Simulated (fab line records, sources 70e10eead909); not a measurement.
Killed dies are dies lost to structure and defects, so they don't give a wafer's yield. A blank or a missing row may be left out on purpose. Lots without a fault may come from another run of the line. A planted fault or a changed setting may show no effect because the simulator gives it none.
fab line records | flow nand_harc
record lots=7 wafers=19 last_day=24
route steps=1159 shown A_ONON_D1@430 END@1159
lots that met no fault: from a run of the same line without faults
start_h: hours from the record's first day to the start of the lot's first wafer shown | wait_h: hours since the lot's step before | " the same as in the row above | L1.1+2: a row that stands for several wafers | - no value, or no start given | * or withheld: withheld | < > ~ a bound
route shown NAME@n: a module of which the file shows steps, and the number in the route of the first | usual: mean/standard deviation of fault-free wafers | same: alike in all rows | chamber/n: place in a boat | sites: the reading at each site | _std_site: their standard deviation | _edge_site: outer sites' mean less inner sites' | radius_mm: how far each site lies from the wafer's centre | mask NAME#n: copy n | behind: the tool/chamber that last shaped the wafer | hold: why the lot was held/for how many hours/how that ended | device: the transistor (n, p or np) that didn't switch | end of line: the same wafers' tests at the end of the route | a step without rows: its recipe alone | killed: dies lost to structure and defects at the first sort, not the wafer's yield | map: a wafer's dies, x killed, . not, _ none there
set.NAME: the setting as run; set.NAME@STEP: as run at that earlier step | model.NAME: the simulator's own value behind a step, which no gauge read
lots at some steps of the route; a table a step, a row a wafer
services: from which hour (start_h, from the record's first day; less than 0 if before it) a tool's chamber was out of use, for how many hours, and why
## steps
# step NHARC_A_ONON_D1_DEP_09
# recipe target_thk_a=10000 n2_flow_sccm=2750 n2o_flow_sccm=2000 nh3_flow_sccm=500 sih4_flow_sccm=210 temp_c=400
# step NHARC_A_ONON_D1_THK_MEAS_11
# recipe thk_meas_gauge=ellipsometry
# usual thk_nm=996/9.1
# columns lot.wafer tool chamber start_h wait_h thk_nm
L224.1 film_metro-02 - 184.01 - 996
L224.2 " - " " 999
L226.1 film_metro-02 - 195.74 - 998
L226.5 " - " " 999
L226.6 " - " " 999
L227.1 film_metro-02 - 204.50 - 975
L227.6 " - " " 974
L232.2 film_metro-02 - 232.54 - 1001
L232.4 " - " " 1001
L232.5 " - " " 1002
L234.3 film_metro-01 - 245.09 - 1001
L234.5 " - " " 1003
L234.6 " - " " 1004
L239.1 film_metro-02 - 276.04 - 988
L239.5 " - " " 987
L239.6 " - " " 988
L241.1 film_metro-02 - 284.53 - 993
L241.4 " - " " 992
L241.6 " - " " 992
# step NHARC_A_ONON_D1_DEP_12
# recipe target_thk_a=10000 n2_flow_sccm=2750 n2o_flow_sccm=2000 nh3_flow_sccm=500 sih4_flow_sccm=210 temp_c=400
# step NHARC_A_ONON_D1_THK_MEAS_14
# recipe thk_meas_gauge=ellipsometry
# usual thk_nm=998/8.3
# columns lot.wafer tool chamber start_h wait_h thk_nm
L224.1 film_metro-01 - 184.58 - 995
L224.2 " - " " 991
L226.1 film_metro-02 - 196.31 - 1003
L226.5 " - " " 1002
L226.6 " - " " 1003
L227.1 film_metro-02 - 205.20 - 1003
L227.6 " - " " 1002
L232.2 film_metro-02 - 233.12 - 992
L232.4 " - " " 994
L232.5 " - " " 993
L234.3 film_metro-01 - 245.66 - 1000
L234.5 " - " " 1002
L234.6 " - " " 998
L239.1 film_metro-01 - 276.61 - 1003
L239.5 " - " " 1002
L239.6 " - " " 1002
L241.1 film_metro-01 - 285.10 - 981
L241.4 " - " " 980
L241.6 " - " " 980
# step NHARC_A_ONON_D1_ANNEAL_15
# recipe temp_c=750 time_s=3600
# step NHARC_A_ONON_D1_DEP_16
# recipe target_thk_a=10000 n2_flow_sccm=2750 n2o_flow_sccm=2000 nh3_flow_sccm=500 sih4_flow_sccm=210 temp_c=400
# step NHARC_A_ONON_D1_THK_MEAS_18
# recipe thk_meas_gauge=ellipsometry
# usual thk_nm=1002/9.4
# columns lot.wafer tool chamber start_h wait_h thk_nm
L224.1 film_metro-02 - 191.74 - 1010
L224.2 " - " " 1010
L226.1 film_metro-01 - 203.45 - 1005
L226.5 " - " " 1007
L226.6 " - " " 1007
L227.1 film_metro-01 - 212.33 - 998
L227.6 " - " " 997
L232.2 film_metro-01 - 242.27 - 987
L232.4 " - " " 988
L232.5 " - " " 987
L234.3 film_metro-02 - 253.04 - 1001
L234.5 " - " " 1001
L234.6 " - " " 1001
L239.1 film_metro-01 - 284.65 - 1002
L239.5 " - " " 1003
L239.6 " - " " 1002
L241.1 film_metro-02 - 295.37 - 1001
L241.4 " - " " 1002
L241.6 " - " " 1003
# step NHARC_A_ONON_D1_DEP_19
# recipe target_thk_a=10000 n2_flow_sccm=2750 n2o_flow_sccm=2000 nh3_flow_sccm=500 sih4_flow_sccm=210 temp_c=400
# step NHARC_A_ONON_D1_THK_MEAS_21
# recipe thk_meas_gauge=ellipsometry
# usual thk_nm=998/11
# columns lot.wafer tool chamber start_h wait_h thk_nm
L224.1 film_metro-01 - 192.30 - 992
L224.2 " - " " 993
L226.1 film_metro-01 - 204.15 - 1022
L226.5 " - " " 1021
L226.6 " - " " 1021
L227.1 film_metro-02 - 212.90 - 986
L227.6 " - " " 985
L232.2 film_metro-02 - 242.84 - 1008
L232.4 " - " " 1009
L232.5 " - " " 1008
L234.3 film_metro-02 - 253.63 - 991
L234.5 " - " " 991
L234.6 " - " " 990
L239.1 film_metro-01 - 285.21 - 1022
L239.5 " - " " 1023
L239.6 " - " " 1023
L241.1 film_metro-01 - 295.93 - 992
L241.4 " - " " 994
L241.6 " - " " 993
# step NHARC_A_ONON_D1_DEP_22
# recipe target_thk_a=10000 n2_flow_sccm=2750 n2o_flow_sccm=2000 nh3_flow_sccm=500 sih4_flow_sccm=210 temp_c=400
# step NHARC_A_ONON_D1_THK_MEAS_24
# recipe thk_meas_gauge=ellipsometry
# usual thk_nm=1000/11
# columns lot.wafer tool chamber start_h wait_h thk_nm
L224.1 film_metro-02 - 192.87 - 1020
L224.2 " - " " 1021
L226.1 film_metro-01 - 204.85 - 1000
L226.5 " - " " 1000
L226.6 " - " " 1001
L227.1 film_metro-01 - 213.47 - 1010
L227.6 " - " " 1011
L232.2 film_metro-02 - 243.54 - 992
L232.4 " - " " 992
L232.5 " - " " 992
L234.3 film_metro-02 - 254.19 - 984
L234.5 " - " " 984
L234.6 " - " " 984
L239.1 film_metro-02 - 285.79 - 998
L239.5 " - " " 998
L239.6 " - " " 999
L241.1 film_metro-01 - 296.51 - 993
L241.4 " - " " 992
L241.6 " - " " 994
# step NHARC_A_ONON_D1_DEP_25
# recipe target_thk_a=10000 n2_flow_sccm=2750 n2o_flow_sccm=2000 nh3_flow_sccm=500 sih4_flow_sccm=210 temp_c=400
# columns lot.wafer tool chamber start_h wait_h
L224.1+2 pecvd_onon-04 0 192.93 0.1
L226.1+5+6 pecvd_onon-04 0 205.04 0.2
L227.1+6 pecvd_onon-04 0 213.75 0.3
L232.2+4+5 pecvd_onon-02 0 243.78 0.2
L234.3+5+6 pecvd_onon-02 0 254.37 0.2
L239.1+5+6 pecvd_onon-04 0 285.85 0.1
L241.1+4+6 pecvd_onon-01 0 296.56 0.1
# step NHARC_A_ONON_D1_THK_MEAS_27
# recipe thk_meas_gauge=ellipsometry
# usual thk_nm=1000/10
# columns lot.wafer tool chamber start_h wait_h thk_nm
L224.1 film_metro-01 - 193.44 - 988
L224.2 " - " " 1831
L226.1 film_metro-01 - 205.55 - 985
L226.5 " - " " 985
L226.6 " - " " 1829
L227.1 film_metro-02 - 214.26 - 1000
L227.6 " - " " 1844
L232.2 film_metro-02 - 244.24 - 1007
L232.4 " - " " 1005
L232.5 " - " " 1007
L234.3 film_metro-01 - 254.76 - 989
L234.5 " - " " 989
L234.6 " - " " 990
L239.1 film_metro-01 - 286.35 - 1022
L239.5 " - " " 1023
L239.6 " - " " 1023
L241.1 film_metro-02 - 297.07 - 995
L241.4 " - " " 992
L241.6 " - " " 993
# step NHARC_A_ONON_D1_DEP_28
# recipe target_thk_a=10000 n2_flow_sccm=2750 n2o_flow_sccm=2000 nh3_flow_sccm=500 sih4_flow_sccm=210 temp_c=400
# step NHARC_END_SORT_01
# recipe temp_c=25
# usual killed_at_array=27/9.9 killed_at_other=0.5/0.76 killed_at_periphery=3.4/2.2 killed_dies=31/10 killed_open=3.3/2 killed_short=2.0/1.5
# same gross_dies=677
# columns lot.wafer tool chamber start_h wait_h killed_at_array killed_at_other killed_at_periphery killed_dies killed_open killed_short
L224.1 prober-01 0 467.21 2.5 22 1 4 27 4 3
L224.2 prober-01 0 468.01 2.8 674 0 3 677 0 4
L226.1 prober-02 0 475.38 2.5 22 0 3 25 1 1
L226.5 prober-02 0 478.58 3.7 27 0 3 30 3 1
L226.6 prober-02 0 479.37 4.0 675 0 2 677 0 2
L227.1 prober-02 0 483.92 2.5 38 1 4 43 3 1
L227.6 prober-02 0 487.93 4.0 671 2 4 677 4 3
L232.2 prober-01 0 518.31 2.8 13 0 1 14 2 3
L232.4 prober-01 0 519.91 3.4 10 1 1 12 4 1
L232.5 prober-01 0 520.72 3.7 22 0 2 24 6 4
L234.3 prober-02 0 519.14 3.1 31 0 5 36 4 2
L234.5 prober-02 0 520.74 3.7 40 0 3 43 1 3
L234.6 prober-02 0 521.54 4.0 34 0 0 34 1 2
L239.1 prober-02 0 550.24 2.5 29 2 5 36 6 1
L239.5 prober-02 0 553.45 3.7 39 0 1 40 2 1
L239.6 prober-02 0 554.25 4.0 39 0 6 45 5 4
L241.1 prober-01 0 565.73 2.5 19 0 3 22 3 1
L241.4 prober-01 0 568.11 3.4 27 0 10 37 2 4
L241.6 prober-01 0 569.69 4.0 25 0 8 33 2 1
# killed by level:class
L224.1 A_SLIT:chamber_film_flake=11 A_STAIRCASE:chamber_film_flake=3 A_CHANNEL_HOLE_D1:chamber_film_flake=2 P_GATE:geometric_particle:open=1 P_M0:geometric_particle:open=1 A_ONON_D1:geometric_particle:open=1 A_CHANNEL_HOLE_D1:geometric_particle:open=1 A_SGD_CUT:geometric_particle:short=1
L224.2 A_ONON_D1:area_dep=647 A_SLIT:chamber_film_flake=10 A_CONTACT:chamber_film_flake=5 A_CHANNEL_FILL_D1:chamber_film_flake=3 A_ONON_D1:geometric_particle:short=2 P_GATE:chamber_film_flake=2 A_WL_FILL:chamber_film_flake=2 A_CHANNEL_FILL_D1:geometric_particle:short=1
L226.1 A_CHANNEL_HOLE_D1:chamber_film_flake=14 A_SLIT:chamber_film_flake=4 P_CONTACT:geometric_particle:open=1 A_BLC:geometric_particle:short=1 P_ZERO_WELL:chamber_film_flake=1 P_STI:chamber_film_flake=1 A_STAIRCASE:chamber_film_flake=1 A_CONTACT:chamber_film_flake=1
L226.5 A_CHANNEL_HOLE_D1:chamber_film_flake=16 A_CONTACT:chamber_film_flake=3 A_CONTACT:geometric_particle:open=2 P_STI:chamber_film_flake=2 A_STAIRCASE:chamber_film_flake=2 A_SLIT:chamber_film_flake=2 P_M1:geometric_particle:open=1 A_ONON_D1:geometric_particle:short=1
L226.6 A_ONON_D1:area_dep=649 A_CHANNEL_HOLE_D1:chamber_film_flake=16 A_STAIRCASE:chamber_film_flake=3 A_SLIT:chamber_film_flake=2 A_BLC:chamber_film_flake=2 P_GATE:geometric_particle:short=1 A_SGD_CUT:geometric_particle:short=1 P_STI:chamber_film_flake=1
L227.1 A_SLIT:chamber_film_flake=17 A_CHANNEL_HOLE_D1:chamber_film_flake=11 A_STAIRCASE:chamber_film_flake=4 P_GATE:chamber_film_flake=3 A_CONTACT:chamber_film_flake=2 P_M0:geometric_particle:open=1 A_SOURCE_PLATE:geometric_particle:open=1 A_ONON_D1:geometric_particle:open=1
L227.6 A_ONON_D1:area_dep=618 A_CHANNEL_HOLE_D1:chamber_film_flake=19 A_SLIT:chamber_film_flake=15 A_STAIRCASE:chamber_film_flake=9 A_CONTACT:chamber_film_flake=3 A_CONTACT:geometric_particle:open=2 P_GATE:chamber_film_flake=2 THIN_TSV:chamber_film_flake=2
L232.2 A_CONTACT:chamber_film_flake=3 A_CHANNEL_FILL_D1:geometric_particle:short=2 A_STAIRCASE:chamber_film_flake=2 P_M0:geometric_particle:open=1 A_ONON_D1:geometric_particle:short=1 A_CONTACT:geometric_particle:open=1 A_CHANNEL_HOLE_D1:chamber_film_flake=1 A_CHANNEL_FILL_D1:chamber_film_flake=1
L234.3 A_CHANNEL_HOLE_D1:chamber_film_flake=23 A_CONTACT:chamber_film_flake=4 P_GATE:chamber_film_flake=2 P_STI:geometric_particle:short=1 P_M0:geometric_particle:short=1 P_M0:geometric_particle:open=1 A_SLIT:geometric_particle:open=1 A_CONTACT:geometric_particle:open=1
L232.4 A_CHANNEL_HOLE_D1:chamber_film_flake=3 A_M0:geometric_particle:open=2 P_CONTACT:geometric_particle:open=1 A_WL_FILL:geometric_particle:open=1 A_M0:geometric_particle:short=1 A_ZERO_WELL:chamber_film_flake=1 A_SLIT:chamber_film_flake=1 A_CONTACT:chamber_film_flake=1
L232.5 A_CHANNEL_HOLE_D1:chamber_film_flake=7 A_CHANNEL_FILL_D1:chamber_film_flake=4 A_SOURCE_PLATE:geometric_particle:open=2 A_CHANNEL_FILL_D1:geometric_particle:short=2 A_CHANNEL_FILL_D1:geometric_particle:open=2 A_STAIRCASE:chamber_film_flake=2 P_STI:geometric_particle:open=1 A_ONON_D1:geometric_particle:short=1
L234.5 A_CHANNEL_HOLE_D1:chamber_film_flake=27 A_CONTACT:chamber_film_flake=6 P_GATE:chamber_film_flake=2 A_STAIRCASE:chamber_film_flake=2 A_CHANNEL_FILL_D1:geometric_particle:short=1 A_WL_FILL:geometric_particle:short=1 A_CONTACT:geometric_particle:short=1 A_CONTACT:geometric_particle:open=1
L234.6 A_CHANNEL_HOLE_D1:chamber_film_flake=21 A_CONTACT:chamber_film_flake=8 A_STAIRCASE:chamber_film_flake=2 A_ONON_D1:geometric_particle:open=1 A_SGD_CUT:geometric_particle:short=1 A_M1:geometric_particle:short=1
L239.1 A_CHANNEL_HOLE_D1:chamber_film_flake=20 A_CONTACT:chamber_film_flake=4 P_GATE:geometric_particle:open=2 P_CONTACT:geometric_particle:short=1 P_M0:geometric_particle:open=1 A_CONTACT:geometric_particle:open=1 A_M0:geometric_particle:open=1 P_CONTACT:chamber_film_flake=1
L239.5 A_CHANNEL_HOLE_D1:chamber_film_flake=20 A_CONTACT:chamber_film_flake=12 A_STAIRCASE:chamber_film_flake=2 A_WL_FILL:chamber_film_flake=2 P_STI:geometric_particle:open=1 A_BLC:geometric_particle:open=1 A_M0:geometric_particle:short=1 A_CHANNEL_FILL_D1:chamber_film_flake=1
L239.6 A_CHANNEL_HOLE_D1:chamber_film_flake=21 A_CONTACT:chamber_film_flake=8 P_STI:chamber_film_flake=3 A_WL_FILL:chamber_film_flake=3 P_CONTACT:geometric_particle:open=2 A_M0:geometric_particle:short=2 P_M0:geometric_particle:open=1 A_SGD_CUT:geometric_particle:short=1
L241.1 A_CHANNEL_HOLE_D1:chamber_film_flake=9 A_CONTACT:chamber_film_flake=4 A_CONTACT:geometric_particle:open=2 P_CONTACT:chamber_film_flake=2 A_SOURCE_PLATE:geometric_particle:open=1 A_WL_FILL:geometric_particle:short=1 P_M2:chamber_film_flake=1 A_ZERO_WELL:chamber_film_flake=1
L241.4 A_CHANNEL_HOLE_D1:chamber_film_flake=10 P_CONTACT:chamber_film_flake=6 A_CONTACT:chamber_film_flake=5 P_M2:chamber_film_flake=3 A_WL_FILL:geometric_particle:short=2 A_ZERO_WELL:chamber_film_flake=2 A_STAIRCASE:chamber_film_flake=2 P_CONTACT:geometric_particle:short=1
L241.6 A_CHANNEL_HOLE_D1:chamber_film_flake=12 P_CONTACT:chamber_film_flake=5 A_CONTACT:chamber_film_flake=4 P_M2:chamber_film_flake=3 A_STAIRCASE:chamber_film_flake=3 A_CHANNEL_FILL_D1:geometric_particle:open=1 A_WL_FILL:geometric_particle:short=1 A_CONTACT:geometric_particle:open=1
# map L224.2 (x killed, . not)
____________x____________
_________xxxxxxx_________
_______xxxxxxxxxxx_______
______xxxxxxxxxxxxx______
_____xxxxxxxxxxxxxxx_____
____xxxxxxxxxxxxxxxxx____
____xxxxxxxxxxxxxxxxx____
___xxxxxxxxxxxxxxxxxxx___
___xxxxxxxxxxxxxxxxxxx___
__xxxxxxxxxxxxxxxxxxxxx__
__xxxxxxxxxxxxxxxxxxxxx__
_xxxxxxxxxxxxxxxxxxxxxxx_
_xxxxxxxxxxxxxxxxxxxxxxx_
_xxxxxxxxxxxxxxxxxxxxxxx_
_xxxxxxxxxxxxxxxxxxxxxxx_
_xxxxxxxxxxxxxxxxxxxxxxx_
xxxxxxxxxxxxxxxxxxxxxxxxx
xxxxxxxxxxxxxxxxxxxxxxxxx
xxxxxxxxxxxxxxxxxxxxxxxxx
xxxxxxxxxxxxxxxxxxxxxxxxx
xxxxxxxxxxxxxxxxxxxxxxxxx
_xxxxxxxxxxxxxxxxxxxxxxx_
_xxxxxxxxxxxxxxxxxxxxxxx_
_xxxxxxxxxxxxxxxxxxxxxxx_
_xxxxxxxxxxxxxxxxxxxxxxx_
_xxxxxxxxxxxxxxxxxxxxxxx_
__xxxxxxxxxxxxxxxxxxxxx__
__xxxxxxxxxxxxxxxxxxxxx__
___xxxxxxxxxxxxxxxxxxx___
___xxxxxxxxxxxxxxxxxxx___
____xxxxxxxxxxxxxxxxx____
____xxxxxxxxxxxxxxxxx____
_____xxxxxxxxxxxxxxx_____
______xxxxxxxxxxxxx______
_______xxxxxxxxxxx_______
_________xxxxxxx_________
____________x____________
# map L226.6 (x killed, . not)
____________x____________
_________xxxxxxx_________
_______xxxxxxxxxxx_______
______xxxxxxxxxxxxx______
_____xxxxxxxxxxxxxxx_____
____xxxxxxxxxxxxxxxxx____
____xxxxxxxxxxxxxxxxx____
___xxxxxxxxxxxxxxxxxxx___
___xxxxxxxxxxxxxxxxxxx___
__xxxxxxxxxxxxxxxxxxxxx__
__xxxxxxxxxxxxxxxxxxxxx__
_xxxxxxxxxxxxxxxxxxxxxxx_
_xxxxxxxxxxxxxxxxxxxxxxx_
_xxxxxxxxxxxxxxxxxxxxxxx_
_xxxxxxxxxxxxxxxxxxxxxxx_
_xxxxxxxxxxxxxxxxxxxxxxx_
xxxxxxxxxxxxxxxxxxxxxxxxx
xxxxxxxxxxxxxxxxxxxxxxxxx
xxxxxxxxxxxxxxxxxxxxxxxxx
xxxxxxxxxxxxxxxxxxxxxxxxx
xxxxxxxxxxxxxxxxxxxxxxxxx
_xxxxxxxxxxxxxxxxxxxxxxx_
_xxxxxxxxxxxxxxxxxxxxxxx_
_xxxxxxxxxxxxxxxxxxxxxxx_
_xxxxxxxxxxxxxxxxxxxxxxx_
_xxxxxxxxxxxxxxxxxxxxxxx_
__xxxxxxxxxxxxxxxxxxxxx__
__xxxxxxxxxxxxxxxxxxxxx__
___xxxxxxxxxxxxxxxxxxx___
___xxxxxxxxxxxxxxxxxxx___
____xxxxxxxxxxxxxxxxx____
____xxxxxxxxxxxxxxxxx____
_____xxxxxxxxxxxxxxx_____
______xxxxxxxxxxxxx______
_______xxxxxxxxxxx_______
_________xxxxxxx_________
____________x____________
## services
# columns tool chamber start_h hours kind
pecvd_onon-01 - 195.03 13.0 pm
pecvd_onon-02 - 208.27 11.4 repair
pecvd_onon-04 - 237.09 13.0 pm
pecvd_onon-02 - 292.49 13.0 pm
## key
first_sign step=NHARC_A_ONON_D1_THK_MEAS_27 reading=thk_nm direction=up sigmas=81 usual=1000 struck=1835
effect step=NHARC_END_SORT_01 reading=killed_at_array direction=up sigmas=65 usual=27 struck=673
more_kills_born_at NHARC_A_ONON_D1_DEP_25@pecvd_onon-04=1914
met_at NHARC_A_ONON_D1_DEP_25
struck_wafers L224.2,L226.6,L227.6
later_rows_left_out L224.2,L226.6,L227.6
tester_left_out L224,L226,L227
fault kind=process_parameter_drift tool=pecvd_onon-04 chamber=- onset_h=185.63 steps=NHARC_A_ONON_D1_DEP_25 channel=target_thk_a offset=* shape=step end_h=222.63 scope=struck_wafers_only acts_in=* stated=*
# tester_left_out: of these lots the tester's yield and bins aren't shown, on N5 and GAA mostly nor the transistor test; their killed dies are dies lost to structure and defects alone, not to doping, threshold or leakage, so they don't give the yield
# later_rows_left_out: the simulator's readings of these wafers behind a module that went badly wrong aren't trusted and aren't shown, but for the sort
